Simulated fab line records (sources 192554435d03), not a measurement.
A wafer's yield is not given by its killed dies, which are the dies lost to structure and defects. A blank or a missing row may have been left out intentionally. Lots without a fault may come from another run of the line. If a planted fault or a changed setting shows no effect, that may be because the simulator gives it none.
Chamber matching :: flow n5_finfet :: 3 sister chambers for N5_BEOL_M9_DEP_56 on pecvd-02
The step deposits SiCN from 3MS/NH3, target thk 15 nm, time 26.5 s. 3 wafers are shown with their chamber, then 10 later ones without.

WAFERS PAIRED WITH THEIR CHAMBERS
wafer: L080.5
chamber: 1
throttle_valve_pct (%): 9.6

wafer: L082.3
chamber: 2
throttle_valve_pct (%): 8.6

wafer: L092.5
chamber: 0
throttle_valve_pct (%): 10.2

WAFERS WITHOUT THEIR CHAMBER
wafer: L092.6
throttle_valve_pct (%): 8.8

wafer: L094.1
throttle_valve_pct (%): 9.4

wafer: L094.5
throttle_valve_pct (%): 10.4

wafer: L094.6
throttle_valve_pct (%): 9.3

wafer: L095.2
throttle_valve_pct (%): 10.2

wafer: L095.4
throttle_valve_pct (%): 9.4

wafer: L095.6
throttle_valve_pct (%): 10.1

wafer: L097.2
throttle_valve_pct (%): 10.3

wafer: L097.3
throttle_valve_pct (%): 9.5

wafer: L097.5
throttle_valve_pct (%): 10.2

EACH ONE'S CHAMBER
wafer: L092.6
from the rows above: 2
in truth: 2

wafer: L094.1
from the rows above: 1
in truth: 1

wafer: L094.5
from the rows above: 0
in truth: 0

wafer: L094.6
from the rows above: 1
in truth: 1

wafer: L095.2
from the rows above: 0
in truth: 0

wafer: L095.4
from the rows above: 1
in truth: 1

wafer: L095.6
from the rows above: 0
in truth: 0

wafer: L097.2
from the rows above: 0
in truth: 0

wafer: L097.3
from the rows above: 1
in truth: 1

wafer: L097.5
from the rows above: 0
in truth: 0
Correctly placed: 10 of 10. Not placeable from these rows: 0. Number placed wrongly: 0.
How it was worked out, from the rows above alone: a wafer's distance from a chamber is the root of the sum, over the readings, of the square of ((its reading less the chamber's mean) divided by the reading's scatter). If the next closest chamber is less than 2 further off than the closest, the wafer can't be placed; otherwise it belongs to the closest. Each chamber's mean is taken over the wafers shown for it. The scatter (one wafer shown for each chamber): square how far every hidden wafer sits from the nearest shown wafer, average those squares and take the square root.
